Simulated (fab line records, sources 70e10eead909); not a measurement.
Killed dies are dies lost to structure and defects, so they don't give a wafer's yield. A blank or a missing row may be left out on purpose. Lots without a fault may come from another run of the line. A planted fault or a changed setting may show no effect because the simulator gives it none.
Which tool did it? | flow nand_harc | 12 lots, 36 wafers sampled, at 5 steps of a route of 1302

WHAT THE GAUGES READ, wafer by wafer
NHARC_END_SORT_01. Usual: defect_limited_yield 92.0 %, standard deviation 2.6; killed_at_array 50, standard deviation 17; killed_at_other 0.7, standard deviation 1; killed_at_periphery 3.4, standard deviation 2.4; killed_dies 54, standard deviation 17; killed_open 3.3, standard deviation 1.7; killed_short 2.5, standard deviation 1.6; sort_bin_2_pct 2.8 %, standard deviation 1.1; sort_bin_3_pct 0.5 %, standard deviation 0.33; sort_bin_4_pct 4.6 %, standard deviation 1.5; sort_n_pass 623, standard deviation 17; sort_rim_yield_pct 92 %, standard deviation 3.8; sort_yield_pct 92.0 %, standard deviation 2.6.
lot  | measured     | on        | defect_limited_yield (%) | killed_at_array | killed_at_other | killed_at_periphery | killed_dies | killed_open | killed_short | sort_bin_2_pct (%) | sort_bin_3_pct (%) | sort_bin_4_pct (%) | sort_n_pass | sort_rim_yield_pct (%) | sort_yield_pct (%) | flag
L758 | day 24 23:26 | prober-01 | 86.4 90.1 91.0           | 80 58 55        | 2 1 1           | 10 8 5              | 92 67 61    | 5 1 1       | 1 4 5        | 5.2 5.0 3.7        | 0.7 0.7 0.4        | 7.7 4.1 4.9        | 585 610 616 | 94 87 84               | 86.4 90.1 91.0     |
L761 | day 25 23:28 | prober-02 | 89.8 89.4 88.3           | 67 68 73        | 0 0 0           | 2 4 6               | 69 72 79    | 3 1 5       | 0 0 0        | 4.3 4.1 3.2        | 0.4 0.4 1.2        | 5.5 6.1 7.2        | 608 605 598 | 92 92 94               | 89.8 89.4 88.3     |
L765 | day 28 16:52 | prober-02 | 92.6 91.0 90.8           | 45 60 61        | 0 0 0           | 5 1 1               | 50 61 62    | 4 1 2       | 3 2 2        | 2.5 3.8 3.4        | 0.7 0.4 0.6        | 4.1 4.7 5.2        | 627 616 615 | 89 98 93               | 92.6 91.0 90.8     |
L773 | day 31 20:35 | prober-01 | 90.4 90.3 95.3           | 63 63 29        | 0 1 0           | 2 2 3               | 65 66 32    | 4 6 2       | 6 4 3        | 3.4 3.8 2.4        | 0.9 0.7 0.4        | 5.3 5.2 1.9        | 612 611 645 | 93 97 92               | 90.4 90.3 95.3     |

WHICH TOOL RAN EACH LOT (tool, then ch and the chambers of the sampled wafers, then the start)
lot  | NHARC_A_M1_PRE_CLEAN_32         | NHARC_A_BONDPAD_DESCUM_11          | NHARC_A_BONDPAD_PRE_CLEAN_26            | NHARC_A_BONDPAD_PVD_17
L756 | pecvd-04 ch 1,2, day 23 07:17   | rie_diel-12 ch 0,1,3, day 23 09:21 | pvd_sputter-02, day 23 10:35 or earlier | pvd_sputter-02, day 23 10:35
L758 | pecvd-03 ch 1,2, day 23 14:58   | rie_diel-06 ch 0,1,2, day 23 17:05 | pvd_sputter-03, day 23 18:08 or earlier | pvd_sputter-03, day 23 18:08
L761 | pecvd-03 ch 1,2, day 24 12:35   | rie_diel-12 ch 1,2, day 24 14:37   | pvd_sputter-02, day 24 15:41 or earlier | pvd_sputter-02, day 24 15:41
L763 | pecvd-03 ch 0,1,2, day 25 08:44 | rie_diel-12 ch 0,2,3, day 25 10:49 | pvd_sputter-03, day 25 11:56 or earlier | pvd_sputter-03, day 25 11:56
L765 | pecvd-01 ch 1,2, day 27 08:04   | rie_diel-12 ch 0,1,3, day 27 10:07 | pvd_sputter-01, day 27 11:17 or earlier | pvd_sputter-01, day 27 11:17
L767 | pecvd-03 ch 0,2, day 27 18:17   | rie_diel-12 ch 1,2,3, day 27 20:20 | pvd_sputter-01, day 27 21:23 or earlier | pvd_sputter-01, day 27 21:23
L768 | pecvd-04 ch 0,1,2, day 28 10:31 | rie_diel-06 ch 1,3, day 28 12:35   | pvd_sputter-01, day 28 13:41 or earlier | pvd_sputter-01, day 28 13:41
L771 | pecvd-03 ch 0,2, day 29 00:48   | rie_diel-06 ch 1,2,3, day 29 02:53 | pvd_sputter-03, day 29 03:59 or earlier | pvd_sputter-03, day 29 03:59
L772 | pecvd-01 ch 0,2, day 30 06:47   | rie_diel-06 ch 0,1,2, day 30 08:52 | pvd_sputter-01, day 30 09:55 or earlier | pvd_sputter-01, day 30 09:55
L773 | pecvd-04 ch 0,2, day 30 11:34   | rie_diel-06 ch 0,1, day 30 13:37   | pvd_sputter-01, day 30 14:43 or earlier | pvd_sputter-01, day 30 14:43
L769 | pecvd-03 ch 0,1,2, day 30 15:15 | rie_diel-06 ch 0,2,3, day 30 17:11 | pvd_sputter-01, day 30 18:15 or earlier | pvd_sputter-01, day 30 18:15
L779 | pecvd-04 ch 1,2, day 32 12:56   | rie_diel-06 ch 0,1,3, day 32 15:01 | pvd_sputter-03, day 32 16:07 or earlier | pvd_sputter-03, day 32 16:07
- NHARC_A_M1_PRE_CLEAN_32: time 12 s.
- NHARC_A_BONDPAD_DESCUM_11: chemistry O2, time 3 s.
- NHARC_A_BONDPAD_PRE_CLEAN_26: time 30 s.
- NHARC_A_BONDPAD_PVD_17: deposits TaN, target thk 5 nm, time 8.06 s.

WHAT THE TOOLS THEMSELVES READ (means of the sampled wafers that have a number; where no wafer has one, the mark that the record gives instead)
NHARC_A_M1_PRE_CLEAN_32. Usual: heater_power_w 624 W, standard deviation 62.
lot  | tool     | heater_power_w (W) | flag
L756 | pecvd-04 | 548                |
L758 | pecvd-03 | 564                |
L761 | pecvd-03 | 598                |
L763 | pecvd-03 | 633                |
L765 | pecvd-01 | 605                |
L767 | pecvd-03 | 704                |
L768 | pecvd-04 | 584                |
L771 | pecvd-03 | 647                |
L772 | pecvd-01 | 675                |
L773 | pecvd-04 | 586                |
L769 | pecvd-03 | 664                |
L779 | pecvd-04 | 541                |

NHARC_A_BONDPAD_DESCUM_11. Usual: chamber_pressure_mTorr 60.00 mTorr, standard deviation 0.054; drypump_motor_current_A 5.62 A, standard deviation 0.25; oes_product_au 0.996 a.u., standard deviation 0.0072; rf_vpp_V 57.7 V, standard deviation 0.86; showerhead_plenum_p_Torr 1.88 Torr, standard deviation 0.075; throttle_valve_pct 11.309 %, standard deviation 0.0094.
lot  | tool        | chamber_pressure_mTorr (mTorr) | drypump_motor_current_A (A) | oes_product_au (a.u.) | rf_vpp_V (V) | showerhead_plenum_p_Torr (Torr) | throttle_valve_pct (%) | flag
L756 | rie_diel-12 | 59.97                          | 5.94                        | 1.001                 | 57.9         | 1.88                            | 11.305                 |
L758 | rie_diel-06 | 59.99                          | 5.52                        | 0.992                 | 57.4         | 1.87                            | 11.307                 |
L761 | rie_diel-12 | 59.99                          | 5.89                        | 1.005                 | 58.4         | 1.91                            | 11.313                 |
L763 | rie_diel-12 | 60.04                          | 5.59                        | 0.991                 | 57.4         | 1.87                            | 11.314                 |
L765 | rie_diel-12 | 59.96                          | 5.93                        | 0.996                 | 58.3         | 1.87                            | 11.301                 |
L767 | rie_diel-12 | 59.98                          | 5.76                        | 1.002                 | 58.7         | 1.86                            | 11.312                 |
L768 | rie_diel-06 | 60.01                          | 5.76                        | 0.993                 | 57.1         | 1.83                            | 11.309                 |
L771 | rie_diel-06 | 59.97                          | 5.61                        | 0.995                 | 57.9         | 1.90                            | 11.308                 |
L772 | rie_diel-06 | 60.07                          | 5.55                        | 0.997                 | 57.1         | 1.87                            | 11.309                 |
L773 | rie_diel-06 | 60.05                          | 5.52                        | 1.002                 | 57.7         | 1.82                            | 11.313                 |
L769 | rie_diel-06 | 60.04                          | 5.46                        | 0.994                 | 57.5         | 1.91                            | 11.311                 |
L779 | rie_diel-06 | 59.98                          | 5.60                        | 0.995                 | 57.4         | 1.85                            | 11.315                 |

NHARC_A_BONDPAD_PRE_CLEAN_26. Usual: heater_power_w 416 W, standard deviation 47.
lot  | tool           | heater_power_w (W) | flag
L756 | pvd_sputter-02 | 417                |
L758 | pvd_sputter-03 | 388                |
L761 | pvd_sputter-02 | 404                |
L763 | pvd_sputter-03 | 384                |
L765 | pvd_sputter-01 | 428                |
L767 | pvd_sputter-01 | 445                |
L768 | pvd_sputter-01 | 443                |
L771 | pvd_sputter-03 | 392                |
L772 | pvd_sputter-01 | 470                |
L773 | pvd_sputter-01 | 463                |
L769 | pvd_sputter-01 | 452                |
L779 | pvd_sputter-03 | 378                |

NHARC_A_BONDPAD_PVD_17. Usual: bias_v 168.5 V, standard deviation 1.4; throttle_valve_pct 30.1 %, standard deviation 0.74.
lot  | tool           | bias_v (V) | throttle_valve_pct (%) | flag
L756 | pvd_sputter-02 | 167.8      | 29.6                   |
L758 | pvd_sputter-03 | 169.0      | 29.9                   |
L761 | pvd_sputter-02 | 169.2      | 29.7                   |
L763 | pvd_sputter-03 | 168.9      | 29.9                   |
L765 | pvd_sputter-01 | 168.8      | 30.3                   |
L767 | pvd_sputter-01 | 166.7      | 30.6                   |
L768 | pvd_sputter-01 | 169.3      | 29.8                   |
L771 | pvd_sputter-03 | 169.0      | 30.0                   |
L772 | pvd_sputter-01 | 168.5      | 30.5                   |
L773 | pvd_sputter-01 | 168.1      | 30.1                   |
L769 | pvd_sputter-01 | 168.1      | 30.4                   |
L779 | pvd_sputter-03 | 168.9      | 30.2                   |

THE ANSWER, worked out from the rows above alone
Rule: a lot is off if the mean of its wafers that have a number lies more than 3 standard deviations from the usual mean. A lot without any number at a reading at which 4 lots or more have one is off too. The other lots that the step has rows for count as sound. The gauges are gone through in route order, then the tools' own readings, and for those a lot's mean is taken as printed above. The first step at which some lot is off is used, and at that step the reading that is off furthest; a lot without a number counts as furthest.
No lot is off at any reading shown: from this, nothing can be told.

WHAT THE SIMULATOR HAD PUT IN
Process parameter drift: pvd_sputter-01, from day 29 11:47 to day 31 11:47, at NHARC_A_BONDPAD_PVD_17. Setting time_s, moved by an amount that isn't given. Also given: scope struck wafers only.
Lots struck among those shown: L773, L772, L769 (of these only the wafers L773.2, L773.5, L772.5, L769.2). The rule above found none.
